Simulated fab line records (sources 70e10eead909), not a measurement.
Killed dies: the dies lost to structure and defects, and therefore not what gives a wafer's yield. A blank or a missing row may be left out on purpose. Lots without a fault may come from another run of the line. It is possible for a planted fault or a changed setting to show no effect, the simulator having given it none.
Code-filled problem report in 8D (eight disciplines) form ; flow nand-harc ; the parts of the form that need people (team, actions taken, sign-off) are left out

1. WHAT IS WRONG
Wafers without a fault read 1003 nm, standard deviation 7.2; thk-nm at NHARC_A_ONON_D2_THK_MEAS_14 reads a mean of 673 nm on 6 wafers belonging to 2 lots. That puts it -46 standard deviations away from the usual mean.
The step: measures by ellipsometry.
First seen on wafer L129.1, day 18 11:25, on film-metro-02. The record has a number at this step for 42 wafers belonging to 14 lots. Rule for "out" (also "out of limits"): further than 4 standard deviations from the usual mean. The other wafers with a number count as sound.

2. WHAT IT IS, WHAT IT ISN'T
question;is;is not
which readings at this step;thk-nm;-
which lots;L128, L129;L114, L115, L116, L120, L123, L124, L125, L130, L132, L134, L136, L137
which wafers of those lots;all that have a number;-
read on which gauges;film-metro-02;film-metro-01
when;from day 18 11:25;"up to then (21 sound wafers); but 15 sound wafers of L130, L132, L134, L136, L137 came after"

3. WHAT RULES OUT EACH SUSPECT
Counting: a tool stays on the suspect list if, at a process step up to the reading, it processed all lots that are out and no sound lot following the first of them.
- the gauge at NHARC_A_ONON_D2_THK_MEAS_14 is ruled out. All the wafers that are out were read on film-metro-02, but those of them that NHARC_END_SORT_01 has rows for are out there too, on other tools.
- pecvd-onon-04 at NHARC_A_ONON_D2_DEP_12 (target thk 1000 nm): kept. All lots that are out passed through it, beginning with L129 at day 18 10:55, and no sound lot followed; its final sound lot before that point was L125 at day 16 22:44.
The count leaves pecvd-onon-04 at NHARC_A_ONON_D2_DEP_12.

4. THE CAUSE (what the simulator had put in)
Process parameters drifting: pecvd-onon-04 at NHARC_A_ONON_D2_DEP_12, beginning at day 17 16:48. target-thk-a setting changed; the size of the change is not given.
The count eliminated every tool but this one.

5. SEQUENCE OF EFFECTS, ordered by route
One row per reading whose mean, taken over the struck wafers that have a number, lies over 3 standard deviations from the usual. Only readings whose record carries a usual standard deviation are examined. hours: median over the lots of the time between each lot's start at the first step of this table that gives one and its start at this step. sigmas: the change, counted in usual standard deviations.
hours;step;reading;usual;on struck wafers;change;sigmas
0;NHARC_A_ONON_D2_THK_MEAS_14;thk-nm;1003 nm;673;-330;-46
293;NHARC_END_SORT_01;killed-at-array;59;670;+611;+36
293;NHARC_END_SORT_01;killed-dies;64;677;+613;+36

6. HOW IT WOULD HAVE BEEN CAUGHT EARLIER
In this record the first reading out of limits at a measuring or inspecting step was taken at day 18 11:25, 19 hours after the fault began at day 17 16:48.
By day 18 11:25, every lot that is out (2) had started NHARC_A_ONON_D2_DEP_12 on pecvd-onon-04. A hold on the tool at that time would have spared none of them.
